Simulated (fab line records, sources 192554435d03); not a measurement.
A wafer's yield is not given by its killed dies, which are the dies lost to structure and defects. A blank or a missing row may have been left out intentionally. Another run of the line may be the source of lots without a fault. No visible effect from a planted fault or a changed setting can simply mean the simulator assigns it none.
Which of the tools did it?	flow n5_finfet	Sampling: 24 lots, 72 wafers, 6 of 1938 route steps

WHAT THE GAUGES SHOWED, per wafer
N5_BEOL_M11_CD_MEAS_11: target cd 64.1 nm. Usual: cd_nm at 64.2 nm, with a standard deviation of 0.57.
lot	measured	on	cd_nm (nm)	flag
L075	day 11 05:20	cd_sem-02	64.8 65.6 65.4	
L074	day 11 15:48	cd_sem-03	63.2 65.1 64.5	
L077	day 12 07:28	cd_sem-03	63.8 63.7 64.1	
L076	day 12 07:10	cd_sem-03	65.0 63.8 63.9	
L078	day 12 16:43	cd_sem-03	64.1 63.5 64.3	
L079	day 13 01:08	cd_sem-01	64.2 64.9 64.6	
L082	day 13 04:23	cd_sem-01	64.1 63.8 64.5	
L081	day 13 08:28	cd_sem-02	63.9 64.2 64.1	
L080	day 13 16:02	cd_sem-01	64.3 64.0 63.9	
L083	day 13 18:16	cd_sem-01	64.8 65.4 65.3	
L084	day 13 19:07	cd_sem-01	64.4 65.6 65.1	
L085	day 13 22:46	cd_sem-02	63.9 63.4 64.0	
L086	day 14 02:20	cd_sem-02	63.4 63.4 63.6	
L088	day 14 22:40	cd_sem-01	64.3 64.1 64.8	
L087	day 15 06:53	cd_sem-01	64.8 64.1 63.8	
L091	day 15 07:26	cd_sem-01	63.4 64.4 63.6	
L089	day 16 03:01	cd_sem-02	65.0 64.7 65.1	
L090	day 16 13:24	cd_sem-01	64.5 64.1 64.5	
L093	day 16 16:40	cd_sem-01	63.9 63.9 64.3	
L092	day 16 22:13	cd_sem-01	63.6 64.7 64.6	
L094	day 17 22:36	cd_sem-01	64.2 63.8 63.8	
L096	day 17 22:46	cd_sem-03	63.3 63.3 64.3	
L097	day 17 22:48	cd_sem-02	63.4 64.8 64.6	
L095	day 17 22:53	cd_sem-03	64.1 64.9 64.6	

WHICH TOOL RAN EACH LOT (tool, then ch and the chambers of the sampled wafers, then the start)
lot	N5_BEOL_M9_CURE_72	N5_BEOL_M10_CURE_71	N5_BEOL_M10_DESCUM_33	N5_BEOL_M10_DEGAS_44	N5_BEOL_M10_PRE_CLEAN_45
L075	uv_cure-03 ch 0, day 10 09:49	uv_cure-02 ch 1, day 10 14:52	rie_diel-06 ch 1,3, day 10 19:52	pvd_sputter-03, day 10 21:14	pvd_sputter-03, day 10 21:17
L074	uv_cure-02 ch 0, day 10 22:44	uv_cure-01 ch 2, day 11 06:52	rie_diel-04 ch 2,3, day 11 09:20	pvd_sputter-02, day 11 10:22	pvd_sputter-02, day 11 10:24
L077	uv_cure-01 ch 2, day 11 10:41	uv_cure-02 ch 0, day 11 14:41	rie_diel-05 ch 0,1,2, day 12 01:16	pvd_sputter-02, day 12 02:26	pvd_sputter-02, day 12 02:28
L076	uv_cure-01 ch 2, day 11 12:51	uv_cure-01 ch 0, day 11 16:52	rie_diel-06 ch 0,1,3, day 12 00:49	pvd_sputter-01, day 12 02:10	pvd_sputter-01, day 12 02:13
L078	uv_cure-03 ch 2, day 12 01:49	uv_cure-01 ch 0, day 12 04:55	rie_diel-06 ch 1,2,3, day 12 10:42	pvd_sputter-02, day 12 11:50	pvd_sputter-02, day 12 11:52
L079	uv_cure-01 ch 0, day 12 11:24	uv_cure-01 ch 0, day 12 13:38	rie_diel-05 ch 1,2,3, day 12 20:13	pvd_sputter-02, day 12 21:23	pvd_sputter-02, day 12 21:26
L082	uv_cure-03 ch 2, day 12 14:16	uv_cure-03 ch 1, day 12 18:14	rie_diel-06 ch 1,2, day 12 22:33	pvd_sputter-03, day 13 00:34	pvd_sputter-03, day 13 00:37
L081	uv_cure-01 ch 2, day 12 20:31	uv_cure-03 ch 1, day 12 23:05	rie_diel-04 ch 0,1, day 13 03:05	pvd_sputter-02, day 13 04:40	pvd_sputter-02, day 13 04:43
L080	uv_cure-02 ch 1, day 13 04:56	uv_cure-02 ch 2, day 13 07:46	rie_diel-06 ch 0,2, day 13 11:58	pvd_sputter-02, day 13 13:07	pvd_sputter-02, day 13 13:10
L083	uv_cure-02 ch 1, day 13 06:00	uv_cure-03 ch 1, day 13 08:27	rie_diel-05 ch 1,3, day 13 13:25	pvd_sputter-01, day 13 14:25	pvd_sputter-01, day 13 14:28
L084	uv_cure-01 ch 2, day 13 06:13	uv_cure-03 ch 1, day 13 09:34	rie_diel-06 ch 0,2,3, day 13 13:49	pvd_sputter-02, day 13 15:03	pvd_sputter-02, day 13 15:05
L085	uv_cure-01 ch 0, day 13 09:10	uv_cure-03 ch 2, day 13 12:02	rie_diel-06 ch 0,3, day 13 17:06	pvd_sputter-01, day 13 18:48	pvd_sputter-01, day 13 18:50
L086	uv_cure-02 ch 0, day 13 13:34	uv_cure-01 ch 2, day 13 15:59	rie_diel-06 ch 0,2,3, day 13 22:01	pvd_sputter-01, day 13 23:07	pvd_sputter-01, day 13 23:09
L088	uv_cure-01 ch 2, day 14 10:49	uv_cure-01 ch 2, day 14 13:29	rie_diel-04 ch 0,2,3, day 14 18:08	pvd_sputter-01, day 14 19:13	pvd_sputter-01, day 14 19:15
L087	uv_cure-01 ch 1, day 14 18:19	uv_cure-03 ch 1, day 14 20:29	rie_diel-06 ch 1,2, day 14 23:59	pvd_sputter-01, day 15 01:10	pvd_sputter-01, day 15 01:12
L091	uv_cure-02 ch 0, day 14 20:14	uv_cure-02 ch 1, day 14 23:20	rie_diel-06 ch 0,1,3, day 15 03:02	pvd_sputter-03, day 15 04:03	pvd_sputter-03, day 15 04:05
L089	uv_cure-03 ch 0, day 15 09:29	uv_cure-02 ch 2, day 15 11:56	rie_diel-05 ch 0,2, day 15 19:49	pvd_sputter-01, day 15 21:32	pvd_sputter-01, day 15 21:35
L090	uv_cure-01 ch 2, day 15 22:31	uv_cure-03 ch 1, day 16 02:37	rie_diel-05 ch 0,2,3, day 16 06:59	pvd_sputter-03, day 16 09:32	pvd_sputter-03, day 16 09:34
L093	uv_cure-03 ch 0, day 16 05:52	uv_cure-03 ch 0, day 16 08:54	rie_diel-04 ch 0,1,2, day 16 12:13	pvd_sputter-01, day 16 13:29	pvd_sputter-01, day 16 13:32
L092	uv_cure-03 ch 0, day 16 07:07	uv_cure-01 ch 0, day 16 13:10	rie_diel-04 ch 1,2, day 16 15:57	pvd_sputter-01, day 16 18:21	pvd_sputter-01, day 16 18:23
L094	uv_cure-03 ch 2, day 17 01:13	uv_cure-03 ch 2, day 17 05:01	rie_diel-05 ch 0,2,3, day 17 12:52	pvd_sputter-02, day 17 14:37	pvd_sputter-02, day 17 14:39
L096	uv_cure-03 ch 2, day 17 03:28	uv_cure-03 ch 0, day 17 07:37	rie_diel-04 ch 1,2, day 17 15:08	pvd_sputter-01, day 17 16:29	pvd_sputter-01, day 17 16:31
L097	uv_cure-03 ch 2, day 17 06:01	uv_cure-02 ch 1, day 17 08:41	rie_diel-05 ch 0,1,2, day 17 15:10	pvd_sputter-03, day 17 16:33	pvd_sputter-03, day 17 16:35
L095	uv_cure-02 ch 0, day 17 06:28	uv_cure-03 ch 2, day 17 09:23	rie_diel-05 ch 1,2, day 17 16:07	pvd_sputter-03, day 17 17:20	pvd_sputter-03, day 17 17:22
- N5_BEOL_M9_CURE_72: cures SiCOH lowk, time 120 s.
- N5_BEOL_M10_CURE_71: cures SiCOH lowk, time 240 s.
- N5_BEOL_M10_DESCUM_33: chemistry O2, time 7.9 s.
- N5_BEOL_M10_DEGAS_44: time 60 s.
- N5_BEOL_M10_PRE_CLEAN_45: time 30 s.

WHAT THE TOOLS THEMSELVES READ (means of the sampled wafers that have a number; where no wafer has one, the mark that the record gives instead)
N5_BEOL_M9_CURE_72. Usual: lamp_power_pct 52.30 %, standard deviation 0.06; wafer_temp_C_max 371.9, standard deviation 0.55.
lot	tool	lamp_power_pct (%)	wafer_temp_C_max	flag
L075	uv_cure-03	52.28	371.0	
L074	uv_cure-02	52.30	372.3	
L077	uv_cure-01	52.36	372.1	
L076	uv_cure-01	52.29	372.9	
L078	uv_cure-03	52.30	371.7	
L079	uv_cure-01	52.25	372.0	
L082	uv_cure-03	52.29	371.7	
L081	uv_cure-01	52.31	372.2	
L080	uv_cure-02	52.30	371.9	
L083	uv_cure-02	52.31	372.6	
L084	uv_cure-01	52.30	373.2	
L085	uv_cure-01	52.27	371.8	
L086	uv_cure-02	52.23	371.3	
L088	uv_cure-01	52.36	372.3	
L087	uv_cure-01	52.26	372.0	
L091	uv_cure-02	52.32	371.7	
L089	uv_cure-03	52.34	371.4	
L090	uv_cure-01	52.33	371.9	
L093	uv_cure-03	52.29	372.0	
L092	uv_cure-03	52.31	371.3	
L094	uv_cure-03	52.29	371.9	
L096	uv_cure-03	52.32	371.3	
L097	uv_cure-03	52.28	371.5	
L095	uv_cure-02	52.27	372.0	

N5_BEOL_M10_CURE_71. Usual: lamp_power_pct 52.31 %, standard deviation 0.051; wafer_temp_C_max 387.0, standard deviation 0.52.
lot	tool	lamp_power_pct (%)	wafer_temp_C_max	flag
L075	uv_cure-02	52.30	386.8	
L074	uv_cure-01	52.29	387.0	
L077	uv_cure-02	52.34	386.8	
L076	uv_cure-01	52.28	387.0	
L078	uv_cure-01	52.29	387.0	
L079	uv_cure-01	52.31	387.2	
L082	uv_cure-03	52.32	386.8	
L081	uv_cure-03	52.26	387.0	
L080	uv_cure-02	52.30	386.6	
L083	uv_cure-03	52.26	387.1	
L084	uv_cure-03	52.34	387.1	
L085	uv_cure-03	52.28	386.4	
L086	uv_cure-01	52.24	387.6	
L088	uv_cure-01	52.33	387.4	
L087	uv_cure-03	52.32	387.0	
L091	uv_cure-02	52.29	387.0	
L089	uv_cure-02	52.30	386.3	
L090	uv_cure-03	52.29	387.5	
L093	uv_cure-03	52.36	386.8	
L092	uv_cure-01	52.33	386.9	
L094	uv_cure-03	52.31	386.6	
L096	uv_cure-03	52.26	386.5	
L097	uv_cure-02	52.31	387.6	
L095	uv_cure-03	52.29	386.2	

N5_BEOL_M10_DESCUM_33. Usual: drypump_motor_current_A 5.72 A, standard deviation 0.25; oes_product_au 0.83 a.u., standard deviation 0.058; rf_vpp_V 243.6 V, standard deviation 1.4; showerhead_plenum_p_Torr 2.12 Torr, standard deviation 0.069; throttle_valve_pct 20.26 %, standard deviation 0.25.
lot	tool	drypump_motor_current_A (A)	oes_product_au (a.u.)	rf_vpp_V (V)	showerhead_plenum_p_Torr (Torr)	throttle_valve_pct (%)	flag
L075	rie_diel-06	5.48	0.86	242.8	2.06	20.09	
L074	rie_diel-04	5.83	0.79	243.7	2.14	20.63	
L077	rie_diel-05	5.84	0.81	243.4	2.11	20.21	
L076	rie_diel-06	5.49	0.85	243.7	2.12	20.16	
L078	rie_diel-06	5.55	0.85	243.7	2.12	20.02	
L079	rie_diel-05	5.95	0.85	243.1	2.08	20.22	
L082	rie_diel-06	5.70	0.81	244.7	2.14	20.12	
L081	rie_diel-04	5.65	0.90	243.1	2.08	20.13	
L080	rie_diel-06	5.70	0.82	243.6	2.20	20.20	
L083	rie_diel-05	5.86	0.87	242.1	2.06	20.14	
L084	rie_diel-06	5.53	0.84	244.4	2.17	20.10	
L085	rie_diel-06	5.47	0.83	244.1	2.17	20.24	
L086	rie_diel-06	5.54	0.84	244.7	2.17	20.11	
L088	rie_diel-04	5.65	0.89	244.0	2.17	20.36	
L087	rie_diel-06	5.67	0.78	243.3	2.08	20.23	
L091	rie_diel-06	5.50	0.81	244.5	2.11	20.20	
L089	rie_diel-05	5.95	0.76	243.1	2.08	20.49	
L090	rie_diel-05	5.88	0.78	242.1	2.07	20.42	
L093	rie_diel-04	5.65	0.89	244.2	2.13	20.29	
L092	rie_diel-04	5.84	0.88	244.1	2.15	20.36	
L094	rie_diel-05	5.86	0.77	242.9	2.07	20.42	
L096	rie_diel-04	5.65	0.89	244.3	2.18	20.45	
L097	rie_diel-05	5.85	0.76	243.1	2.09	20.29	
L095	rie_diel-05	5.93	0.79	243.2	2.09	20.15	

N5_BEOL_M10_DEGAS_44. Usual: heater_power_w 335 W, standard deviation 47; susceptor_temp_C 249.98 C, standard deviation 0.17.
lot	tool	heater_power_w (W)	susceptor_temp_C (C)	flag
L075	pvd_sputter-03	355	249.71	
L074	pvd_sputter-02	384	249.97	
L077	pvd_sputter-02	370	250.00	
L076	pvd_sputter-01	311	249.90	
L078	pvd_sputter-02	370	250.05	
L079	pvd_sputter-02	346	249.81	
L082	pvd_sputter-03	324	249.95	
L081	pvd_sputter-02	357	249.98	
L080	pvd_sputter-02	366	250.04	
L083	pvd_sputter-01	306	250.09	
L084	pvd_sputter-02	370	250.16	
L085	pvd_sputter-01	305	249.93	
L086	pvd_sputter-01	308	249.95	
L088	pvd_sputter-01	300	250.04	
L087	pvd_sputter-01	313	250.03	
L091	pvd_sputter-03	324	249.90	
L089	pvd_sputter-01	307	249.95	
L090	pvd_sputter-03	334	250.12	
L093	pvd_sputter-01	350	249.89	
L092	pvd_sputter-01	302	250.02	
L094	pvd_sputter-02	373	249.96	
L096	pvd_sputter-01	352	250.03	
L097	pvd_sputter-03	321	249.89	
L095	pvd_sputter-03	340	250.03	

N5_BEOL_M10_PRE_CLEAN_45. Usual: heater_power_w 335 W, standard deviation 47; susceptor_temp_C 249.98 C, standard deviation 0.17.
lot	tool	heater_power_w (W)	susceptor_temp_C (C)	flag
L075	pvd_sputter-03	348	249.83	
L074	pvd_sputter-02	383	249.88	
L077	pvd_sputter-02	370	249.94	
L076	pvd_sputter-01	309	249.84	
L078	pvd_sputter-02	366	249.92	
L079	pvd_sputter-02	355	249.84	
L082	pvd_sputter-03	328	250.04	
L081	pvd_sputter-02	348	249.90	
L080	pvd_sputter-02	366	250.08	
L083	pvd_sputter-01	306	249.88	
L084	pvd_sputter-02	375	249.80	
L085	pvd_sputter-01	300	249.83	
L086	pvd_sputter-01	309	249.97	
L088	pvd_sputter-01	303	250.05	
L087	pvd_sputter-01	312	250.03	
L091	pvd_sputter-03	329	249.85	
L089	pvd_sputter-01	314	249.98	
L090	pvd_sputter-03	334	250.19	
L093	pvd_sputter-01	347	249.95	
L092	pvd_sputter-01	308	249.95	
L094	pvd_sputter-02	378	249.84	
L096	pvd_sputter-01	349	250.10	
L097	pvd_sputter-03	318	250.13	
L095	pvd_sputter-03	340	250.18	

THE ANSWER, worked out from the rows above alone
Rule: a lot is off if the mean of its wafers that have a number lies more than 3 standard deviations from the usual mean. Also off: a lot with no number at a reading for which 4 or more lots have one. All remaining lots with rows at the step are treated as sound. The gauges are gone through in route order, then the tools' own readings, and for those a lot's mean is taken as printed above. At the first step where some lot is off, the reading lying furthest off is the one used; lots without a number count as furthest.
None of the lots is off at any reading shown; this tells nothing.

WHAT WAS PUT IN BY THE SIMULATOR
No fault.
